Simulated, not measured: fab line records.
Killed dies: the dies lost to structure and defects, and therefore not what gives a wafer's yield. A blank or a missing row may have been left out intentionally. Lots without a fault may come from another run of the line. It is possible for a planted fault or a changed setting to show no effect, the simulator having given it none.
fab line records	flow n5_finfet
record: lots: 11	wafers: 33	last_day: 17
route steps=1938 shown BEOL_M13@1699 BEOL_M14@1716 PASSIVATION@1936
lots that met no fault: taken from a fault-free run of the same line
start_h: start of the lot's first displayed wafer, in hours after the record's first day	wait_h: time in hours since the lot's previous step	" the same as in the row above	L1.1+2: a single row standing in for several wafers	- no value, or no start given	* or withheld: withheld	< > ~ a bound
route shown NAME@n: NAME is a module with steps in the file, n the number in the route of the first one	usual: mean/standard deviation taken from wafers without a fault	same: alike in all rows	chamber/n: place in a boat	sites: readings site by site	_std_site: standard deviation across them	_edge_site: inner sites' mean taken away from outer sites' mean	radius_mm: for every site, how far away it sits from the centre of the wafer	mask NAME#n: copy n	behind: the tool/chamber that last shaped the wafer	hold: what put the lot on hold/how long, in hours/how the hold closed	device: whichever transistor did not switch (one of n, p or np)	end of line: at the end of the route, the tests of the same wafers	a step given without rows: its recipe and nothing more	killed: dies that structure and defects cost at the first sort, which is not the same as the wafer's yield	map: a wafer's dies, marking killed ones x, the rest . and places with no die _
set.NAME: setting as actually run; set.NAME@STEP: the setting as run at that earlier step	model.NAME: the simulator's own value behind a step, which no gauge read
steps of the route over a sample of lots; a table a step, a row a wafer
services: the hour from which a tool's chamber was out of use, counted from the record's first day as start_h (under 0 if before that day), plus the number of hours and why
== steps ==
step: N5_BEOL_M13_STRIP_37
recipe: chemistry: N2/H2	power_w: 1000	temp_c: 250	h2_frac: 0.65	overash_fraction: 0.3	pressure_mtorr: withheld	n2_flow_sccm: 1750	h2_flow_sccm: 3250
usual: drypump_motor_current_A: 5.40/0.16	heater_power_w: 343/35	oes_product_au: 0.785/0.012
same: overash_fraction: 0.3
lot.wafer	tool	chamber	start_h	wait_h	drypump_motor_current_A	heater_power_w	oes_product_au	rf_hours_counter_h
L389.1	plasma_asher-01	1	224.92	0.0	5.56	368	0.806	69
L389.3	"	0	"	"	5.20	324	0.802	-
L389.6	"	0	"	"	5.19	323	0.786	-
L390.1	plasma_asher-01	1	239.46	0.0	5.57	382	0.788	72
L390.3	"	0	"	"	5.17	329	0.787	-
L390.6	"	0	"	"	5.19	325	0.785	-
L394.2	plasma_asher-02	1	265.39	0.0	5.33	297	0.769	121
L394.4	"	1	"	"	5.31	293	0.775	-
L394.6	"	0	"	"	5.50	374	0.798	-
L396.3	plasma_asher-01	1	267.02	0.1	5.60	385	0.790	-
L396.5	"	1	"	"	5.60	380	0.779	-
L396.6	"	0	"	"	5.18	329	0.794	-
L393.1	plasma_asher-01	0	273.55	0.0	5.15	330	0.783	79
L393.2	"	1	"	"	5.57	377	0.796	79
L393.5	"	1	"	"	5.60	383	0.798	-
L397.1	plasma_asher-02	1	273.74	0.0	5.33	299	0.808	123
L397.2	"	0	"	"	5.52	380	0.778	123
L397.5	"	1	"	"	5.32	294	0.785	-
L404.2	plasma_asher-01	1	330.44	0.0	5.59	383	0.757	90
L404.5	"	0	"	"	5.16	328	0.781	-
L404.6	"	1	"	"	5.60	374	0.791	-
L405.1	plasma_asher-01	0	340.62	0.0	5.18	324	0.798	93
L405.3	"	1	"	"	5.60	378	0.787	-
L405.4	"	0	"	"	5.19	328	0.785	-
L408.2	plasma_asher-01	0	345.40	0.0	5.18	318	0.755	94
L408.5	"	0	"	"	5.15	323	0.793	-
L408.6	"	1	"	"	5.59	372	0.777	-
L411.1	plasma_asher-02	1	375.54	0.0	5.31	298	0.796	144
L411.2	"	0	"	"	5.50	369	0.781	144
L411.5	"	0	"	"	5.50	371	0.782	-
L412.1	plasma_asher-02	1	375.60	0.1	5.30	294	0.776	144
L412.2	"	0	"	"	5.53	375	0.781	144
L412.5	"	1	"	"	5.29	299	0.795	-
step: N5_BEOL_M13_PRE_CLEAN_42
recipe: gas: H2/He	time_s: 30	temp_c: 250
usual: heater_power_w: 370/50
lot.wafer	tool	chamber	start_h	wait_h	heater_power_w
L389.1	pvd_sputter-02	-	228.41	0.0	362
L389.3	"	-	"	"	361
L389.6	"	-	"	"	464
L390.1	pvd_sputter-01	-	240.29	0.0	439
L390.3	"	-	"	"	335
L390.6	"	-	"	"	339
L394.2	pvd_sputter-01	-	266.53	0.0	410
L394.4	"	-	"	"	359
L394.6	"	-	"	"	406
L396.3	pvd_sputter-03	-	270.46	0.0	375
L396.5	"	-	"	"	381
L396.6	"	-	"	"	277
L393.1	pvd_sputter-02	-	278.41	0.0	354
L393.2	"	-	"	"	367
L393.5	"	-	"	"	355
L397.1	pvd_sputter-03	-	279.73	0.0	374
L397.2	"	-	"	"	276
L397.5	"	-	"	"	384
L404.2	pvd_sputter-03	-	334.24	0.0	377
L404.5	"	-	"	"	305
L404.6	"	-	"	"	278
L405.1	pvd_sputter-02	-	341.24	0.0	371
L405.3	"	-	"	"	349
L405.4	"	-	"	"	460
L408.2	pvd_sputter-01	-	349.88	0.0	354
L408.5	"	-	"	"	406
L408.6	"	-	"	"	352
L412.1	pvd_sputter-03	-	376.30	0.0	276
L412.2	"	-	"	"	379
L412.5	"	-	"	"	372
L411.1	pvd_sputter-02	-	376.44	0.0	364
L411.2	"	-	"	"	316
L411.5	"	-	"	"	356
step: N5_BEOL_M13_DEP_53
recipe: material: SiCN	target_thk_a: 500	temp_c: withheld	precursor: 3MS/NH3	pressure_torr: 3	rf_w: 675	time_s: 17.8
usual: showerhead_plenum_p_Torr: 4.165/0.022	throttle_valve_pct: 18.2/1.1
lot.wafer	tool	chamber	start_h	wait_h	showerhead_plenum_p_Torr	throttle_valve_pct
L389.1	pecvd-03	2	229.54	0.0	4.147	16.8
L389.3	"	1	"	"	4.200	18.7
L389.6	"	2	"	"	4.142	17.0
L390.1	pecvd-02	2	241.42	0.0	4.168	17.4
L390.3	"	1	"	"	4.151	18.5
L390.6	"	2	"	"	4.175	17.7
L394.2	pecvd-02	1	267.68	0.0	4.155	18.5
L394.4	"	2	"	"	4.169	17.7
L394.6	"	0	"	"	4.164	19.5
L396.3	pecvd-04	2	271.66	0.0	4.207	16.2
L396.5	"	0	"	"	4.125	17.9
L396.6	"	1	"	"	4.149	19.6
L393.1	pecvd-04	0	279.66	0.0	4.131	18.1
L393.2	"	2	"	"	4.204	16.0
L393.5	"	1	"	"	4.151	19.5
L397.1	pecvd-04	2	280.86	0.0	4.202	16.3
L397.2	"	1	"	"	4.154	19.6
L397.5	"	0	"	"	4.139	18.1
L404.2	pecvd-03	0	335.37	0.0	4.157	18.5
L404.5	"	0	"	"	4.149	18.5
L404.6	"	2	"	"	4.159	17.3
L405.1	pecvd-04	2	342.41	0.0	4.210	16.3
L405.3	"	0	"	"	4.148	18.0
L405.4	"	1	"	"	4.157	19.7
L408.2	pecvd-02	2	351.02	0.0	4.173	17.7
L408.5	"	0	"	"	4.162	19.8
L408.6	"	1	"	"	4.153	18.2
L412.1	pecvd-02	0	378.32	0.0	4.163	19.7
L412.2	"	1	"	"	4.162	18.3
L412.5	"	1	"	"	4.155	18.3
L411.1	pecvd-02	2	378.74	0.0	4.176	18.1
L411.2	"	1	"	"	4.152	18.3
L411.5	"	2	"	"	4.168	17.9
step: N5_BEOL_M14_ILD_DEP_00
recipe: material: SiO2	target_thk_a: 11193	temp_c: 400	precursor: TEOS/O2	pressure_torr: 6.5	rf_w: 900	teos_flow_sccm: 161.4	gas: O2	flow_sccm: 2650	time_s: 237.4
usual: heater_power_w: 560/79	run_length_s: 280.1/0.4	showerhead_plenum_p_Torr: 8.35/0.032	throttle_valve_pct: 18.6/1.2
lot.wafer	tool	chamber	start_h	wait_h	heater_power_w	run_length_s	showerhead_plenum_p_Torr	throttle_valve_pct
L389.1	pecvd-04	1	229.67	0.0	545	280.1	8.33	20.5
L389.3	"	0	"	"	460	280.1	8.31	18.3
L389.6	"	1	"	"	602	280.4	8.32	20.5
L390.1	pecvd-01	0	241.55	0.0	514	280.3	8.34	18.0
L390.3	"	1	"	"	725	280.4	8.36	18.8
L390.6	"	0	"	"	442	281.1	8.34	17.9
L394.2	pecvd-01	2	267.81	0.0	561	279.8	8.38	16.7
L394.4	"	0	"	"	499	280.5	8.33	18.2
L394.6	"	2	"	"	606	279.7	8.36	16.7
L396.3	pecvd-02	1	271.79	0.0	563	279.3	8.34	19.2
L396.5	"	2	"	"	532	280.0	8.36	18.4
L396.6	"	1	"	"	615	279.8	8.34	18.6
L393.1	pecvd-02	0	279.79	0.0	576	279.9	8.33	20.0
L393.2	"	1	"	"	595	279.6	8.35	19.0
L393.5	"	2	"	"	507	280.7	8.36	18.0
L397.1	pecvd-02	0	280.99	0.0	616	280.0	8.34	20.2
L397.2	"	1	"	"	610	279.7	8.34	18.7
L397.5	"	2	"	"	565	279.7	8.37	18.5
L404.2	pecvd-04	0	335.50	0.0	492	279.9	8.31	18.5
L404.5	"	0	"	"	548	170.0	8.31	18.5
L404.6	"	2	"	"	623	280.2	8.42	16.8
L405.1	pecvd-04	2	342.54	0.0	480	169.3	8.41	16.7
L405.3	"	0	"	"	438	169.8	8.31	18.4
L405.4	"	0	"	"	512	280.2	8.31	18.3
L408.2	pecvd-02	2	351.14	0.0	510	279.8	8.38	18.3
L408.5	"	2	"	"	544	279.9	8.36	18.6
L408.6	"	1	"	"	563	280.0	8.33	18.6
L412.1	pecvd-02	2	378.45	0.0	552	279.7	8.37	18.5
L412.2	"	1	"	"	514	279.5	8.34	19.0
L412.5	"	2	"	"	431	280.0	8.36	18.5
L411.1	pecvd-02	1	378.87	0.0	510	279.4	8.35	19.1
L411.2	"	0	"	"	687	280.2	8.35	20.0
L411.5	"	2	"	"	432	280.4	8.37	18.3
step: N5_BEOL_M14_THK_MEAS_01
recipe: reads: SiO2_of_BEOL_M14_ILD_DEP_00
usual: M14_ILD_THK: 1129/15
lot.wafer	tool	chamber	start_h	wait_h	M14_ILD_THK[nm]
L389.1	film_metro-01	-	229.86	0.1	1135
L389.3	"	-	"	"	1121
L389.6	"	-	"	"	1159
L390.1	film_metro-02	-	241.82	0.2	1098
L390.3	"	-	"	"	1130
L390.6	"	-	"	"	1118
L394.2	film_metro-02	-	268.00	0.1	1106
L394.4	"	-	"	"	1140
L394.6	"	-	"	"	1134
L396.3	film_metro-02	-	271.98	0.1	1113
L396.5	"	-	"	"	1146
L396.6	"	-	"	"	1133
L393.1	film_metro-02	-	279.98	0.1	1126
L393.2	"	-	"	"	1112
L393.5	"	-	"	"	1128
L397.1	film_metro-02	-	281.18	0.1	1109
L397.2	"	-	"	"	1108
L397.5	"	-	"	"	1144
L404.2	film_metro-01	-	335.69	0.1	1116
L404.5	"	-	"	"	618
L404.6	"	-	"	"	1146
L405.1	film_metro-01	-	342.73	0.1	626
L405.3	"	-	"	"	598
L405.4	"	-	"	"	1131
L408.2	film_metro-01	-	351.34	0.1	1110
L408.5	"	-	"	"	1146
L408.6	"	-	"	"	1139
L412.1	film_metro-01	-	378.64	0.1	1132
L412.2	"	-	"	"	1117
L412.5	"	-	"	"	1143
L411.1	film_metro-02	-	379.06	0.1	1124
L411.2	"	-	"	"	1114
L411.5	"	-	"	"	1151
step: N5_PASSIVATION_PROBE_49
usual: defect_limited_yield: 91.3/1.5	killed_at_M0_to_M3: 34/11	killed_at_M4_up: 14/6.1	killed_at_contacts: 12/5.9	killed_at_front_end: 39/11	killed_at_other: 4/3.3	killed_dies: 102/18	killed_open: 67/13	killed_short: 33/7.9	sort_bin_5_function: 5.1/1	sort_bin_6_memory: 3.3/0.7	sort_n_pass: 1077/19	sort_yield_pct: 91.3/1.6
same: gross_dies: 1180	killed_at_back_side: 0	sort_bin_4_leakage[%]: 0	sort_bin_8_speed[%]: 0
lot.wafer	tool	chamber	start_h	wait_h	defect_limited_yield[%]	killed_at_M0_to_M3	killed_at_M4_up	killed_at_contacts	killed_at_front_end	killed_at_other	killed_dies	killed_open	killed_short	sort_bin_5_function[%]	sort_bin_6_memory[%]	sort_n_pass	sort_yield_pct[%]
L390.1	prober-01	-	264.82	0.0	93.3	24	11	7	31	6	79	49	29	3.7	2.7	1101	93.3
L390.3	prober-01	-	264.92	0.1	92.2	38	11	7	33	3	92	63	28	4.6	3.0	1088	92.2
L390.6	prober-01	-	265.07	0.3	90.6	55	8	3	39	6	111	67	40	5.8	3.1	1069	90.6
L404.2	prober-01	-	360.56	0.1	93.2	21	4	11	43	1	80	52	26	3.4	3.1	1100	93.2
L404.5	prober-01	-	360.71	0.2	92.6	29	6	13	37	2	87	66	16	4.7	2.2	1093	92.6
L404.6	prober-01	-	360.76	0.3	91.9	32	13	24	24	3	96	65	28	4.3	3.5	1084	91.9
L405.1	prober-02	-	376.29	0.0	88.5	15	32	33	47	9	136	83	42	7.0	3.5	1044	88.5
L405.3	prober-02	-	376.39	0.1	90.1	18	30	17	45	7	117	83	27	5.8	3.4	1063	90.1
killed by level:class
L390.1 BEOL_M1:geometric_particle:open=6 FIN_SAQP:geometric_particle:short=5 ILD0:geometric_particle:short=5 MOL_CONTACT_COAG:geometric_particle:open=5 BEOL_M2:geometric_particle:open=5 DUMMY_GATE:geometric_particle:open=4 BEOL_M0_SAQP:geometric_particle:short=4 BEOL_M4:geometric_particle:open=4
L390.3 BEOL_M1:geometric_particle:open=10 BEOL_M0_SAQP:geometric_particle:open=9 FIN_SAQP:geometric_particle:short=7 BEOL_M2:geometric_particle:open=7 GATE_CUT:geometric_particle:open=5 STI_FIN_REVEAL:geometric_particle:open=4 DUMMY_GATE:geometric_particle:open=4 MOL_CONTACT_COAG:geometric_particle:open=4
L390.6 BEOL_M1:geometric_particle:open=15 BEOL_M0_SAQP:geometric_particle:open=13 BEOL_M0_SAQP:geometric_particle:short=12 BEOL_M2:geometric_particle:open=10 FIN_SAQP:geometric_particle:short=6 DUMMY_GATE:geometric_particle:open=6 STI_FIN_REVEAL:geometric_particle:short=4 STARTING-WAFER:geometric_particle:short=4
L404.2 DUMMY_GATE:geometric_particle:open=9 MOL_CONTACT_COAG:geometric_particle:open=9 STI_FIN_REVEAL:geometric_particle:open=7 BEOL_M3:geometric_particle:open=7 GATE_CUT:geometric_particle:short=6 GATE_CUT:geometric_particle:open=5 FIN_SAQP:geometric_particle:short=4 DUMMY_GATE:geometric_particle:short=3
L404.5 BEOL_M3:geometric_particle:open=13 MOL_CONTACT_COAG:geometric_particle:open=11 DUMMY_GATE:geometric_particle:open=10 BEOL_M0_SAQP:geometric_particle:open=6 STI_FIN_REVEAL:geometric_particle:open=5 GATE_CUT:geometric_particle:short=5 FIN_SAQP:geometric_particle:open=4 GATE_CUT:geometric_particle:open=4
L404.6 MOL_CONTACT_COAG:geometric_particle:open=20 BEOL_M3:geometric_particle:open=14 STI_FIN_REVEAL:geometric_particle:open=6 BEOL_M4:geometric_particle:open=5 DUMMY_GATE:geometric_particle:open=4 MOL_CONTACT_COAG:geometric_particle:short=4 BEOL_M4:geometric_particle:short=4 GATE_CUT:geometric_particle:short=3
L405.1 MOL_CONTACT_COAG:geometric_particle:open=23 MOL_CONTACT_COAG:geometric_particle:short=10 BEOL_M4:geometric_particle:open=10 FIN_SAQP:geometric_particle:short=9 STI_FIN_REVEAL:geometric_particle:open=9 DUMMY_GATE:geometric_particle:open=8 BEOL_M2:geometric_particle:open=7 FIN_SAQP:geometric_particle:open=6
L405.3 MOL_CONTACT_COAG:geometric_particle:open=15 BEOL_M4:geometric_particle:open=14 FIN_SAQP:geometric_particle:open=13 STI_FIN_REVEAL:geometric_particle:open=6 BEOL_M3:geometric_particle:open=6 DUMMY_GATE:geometric_particle:open=5 BEOL_M4:geometric_particle:short=4 FIN_SAQP:geometric_particle:short=3
== services ==
tool	chamber	start_h	hours	kind
pecvd-02	1	207.07	5.5	scheduled_down
pecvd-02	2	213.03	5.5	scheduled_down
plasma_asher-01	-	218.64	0.6	repair
pecvd-01	-	219.34	6.0	pm
pecvd-01	2	234.42	2.5	repair
pecvd-01	2	236.96	-	clean
pecvd-01	2	236.96	-	consumable_replace:showerhead
pecvd-01	2	236.96	29.0	scheduled_down
pecvd-01	2	236.96	29.0	vent_cycle
plasma_asher-02	-	247.42	3.9	repair
pecvd-01	1	252.08	2.1	scheduled_down
pecvd-03	2	270.65	2.1	repair
pecvd-03	1	288.67	5.5	scheduled_down
pvd_sputter-01	-	290.79	0.8	repair
pvd_sputter-01	-	294.87	7.9	repair
pecvd-03	0	303.45	5.0	repair
pecvd-02	-	303.54	3.5	repair
pecvd-01	0	316.01	5.0	repair
pvd_sputter-02	-	330.33	4.9	repair
pecvd-01	-	338.32	2.8	pm
plasma_asher-01	-	354.46	7.5	repair
pecvd-01	0	358.99	2.1	scheduled_down
pecvd-04	1	377.36	3.4	repair
== key ==
first_sign: step: N5_BEOL_M14_ILD_DEP_00	reading: run_length_s	direction: down	sigmas: 99+	usual: *	struck: *
effect: step: N5_BEOL_M14_THK_MEAS_01	reading: M14_ILD_THK	direction: down	sigmas: 34	usual: 1129	struck: 614
met_at N5_BEOL_M14_ILD_DEP_00
struck_lots L404,L405
struck_wafers L404.5,L405.1,L405.3
not_acting_at N5_BEOL_M13_STRIP_37,N5_BEOL_M13_PRE_CLEAN_42,N5_BEOL_M13_DEP_53
onset_between 229.67 335.50
fault: kind: process_parameter_drift	tool: pecvd-04	chamber: -	onset_h: 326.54	steps: N5_BEOL_M14_ILD_DEP_00	channel: time_s	offset: *	shape: step	end_h: 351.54	scope: struck_wafers_only	acts_in: *	stated: *
